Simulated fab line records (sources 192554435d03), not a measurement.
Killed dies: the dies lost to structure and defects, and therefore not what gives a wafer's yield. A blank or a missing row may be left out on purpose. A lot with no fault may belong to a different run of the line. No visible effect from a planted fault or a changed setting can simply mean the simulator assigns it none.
2 desks looking at one fault | flow n5_finfet | what lay behind the numbers comes last; until then each desk has only its own

== FROM THE METROLOGY DESK ==
Lot by lot, what the gauges showed, no matter which tool ran the lot: averages of those sampled wafers that carry a number. If a lot's mean is further than 4 standard deviations from the usual mean, the lot is out of limits and carries the mark OUT (the distance appears in the brackets). Shown here are 7 of its 10 readings, the ones lying furthest out on some lot.
Columns: A = DIBL_P at N5_BEOL_M4_RC_MEAS_101, usual 37.0 mV/V; B = IOFF_P at N5_BEOL_M4_RC_MEAS_101, usual 0.23 nA/um; C = ION_N at N5_BEOL_M4_RC_MEAS_101, usual 680 uA/um; D = ION_P at N5_BEOL_M4_RC_MEAS_101, usual 466 uA/um; E = SS_N at N5_BEOL_M4_RC_MEAS_101, usual 71.7 mV/dec; F = SS_P at N5_BEOL_M4_RC_MEAS_101, usual 73.5 mV/dec; G = VT_P at N5_BEOL_M4_RC_MEAS_101, usual -249 mV
lot  | first seen here | A    | B    | C   | D   | E    | F    | G
L154 | day 9 11:35     | 39.3 | 0.23 | 683 | 465 | 72.2 | 73.3 | -250
L160 | day 10 16:55    | 36.7 | 0.30 | 680 | 481 | 71.4 | 73.8 | -242
L161 | day 10 22:02    | 33.5 | 0.20 | 682 | 468 | 71.0 | 72.3 | -250
L162 | day 11 07:29    | 36.3 | 0.21 | 680 | 462 | 71.5 | 73.4 | -250
L163 | day 11 14:02    | 36.5 | 0.21 | 682 | 464 | 71.8 | 73.6 | -250
L166 | day 11 20:49    | 36.4 | 0.26 | 683 | 471 | 72.0 | 73.6 | -246
L167 | day 12 20:48    | 34.7 | 0.21 | 665 | 457 | 70.7 | 72.9 | -251
L170 | day 13 03:29    | 38.3 | 0.25 | 692 | 466 | 72.7 | 73.8 | -250
This desk's finding: nothing out of limits on any of the 8 lots.

== FOR THE TOOL OWNER'S DESK: rie_diel-03 ==
The tool's own readings at N5_BEOL_M3_ETCH_70 (etches SOC in N2/H2, target depth 80 nm, overetch 16 nm, time 120 s): means of the sampled wafers that have a number, for each lot that ran on this tool. If a lot's mean is further than 4 standard deviations from the usual mean, the lot is out of limits and carries the mark OUT (the distance appears in the brackets).
Columns: A = drypump_motor_current_A at N5_BEOL_M3_ETCH_70, usual 5.8 A; B = oes_product_au at N5_BEOL_M3_ETCH_70, usual 0.58 a.u.; C = rf_fwd_power_W at N5_BEOL_M3_ETCH_70, usual 835.9 W; D = rf_vpp_V at N5_BEOL_M3_ETCH_70, usual 524.2 V; E = run_length_s at N5_BEOL_M3_ETCH_70, usual 143.4 s; F = showerhead_plenum_p_Torr at N5_BEOL_M3_ETCH_70, usual 2.56 Torr; G = throttle_valve_pct at N5_BEOL_M3_ETCH_70, usual 17.98 %
lot  | first seen here | A   | B    | C     | D     | E               | F    | G
L154 | day 8 21:48     | 5.9 | 0.56 | 835.2 | 524.1 | 143.4           | 2.52 | 17.94
L160 | day 10 04:04    | 6.5 | 0.65 | 833.3 | 525.9 | 135.0 (-16) OUT | 2.57 | 17.63
L163 | day 10 18:59    | 6.3 | 0.66 | 831.6 | 527.3 | 135.2 (-16) OUT | 2.65 | 17.58
This desk finds L160, L163 out of limits, L160 being first, at day 10 04:04 (run_length_s at N5_BEOL_M3_ETCH_70). Within limits: L154.

== BROUGHT TOGETHER ==
At day 10 04:04, on L160, L163, the tool owner's desk was in a position to raise an alarm.
At the metrology desk, nothing out of limits was observed.
The metrology desk holds a record of L160, L163, inside its limits.
The lots listed all ran N5_BEOL_M3_ETCH_70 on rie_diel-03.

== WHAT THE SIMULATOR HAD INSERTED ==
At N5_BEOL_M3_ETCH_70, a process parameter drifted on rie_diel-03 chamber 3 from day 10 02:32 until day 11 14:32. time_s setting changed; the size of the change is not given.
Struck lots among those shown: L160, L163.
How many hours passed from the start of the fault until each desk's first out-of-limits reading: the tool owner's desk, 2.
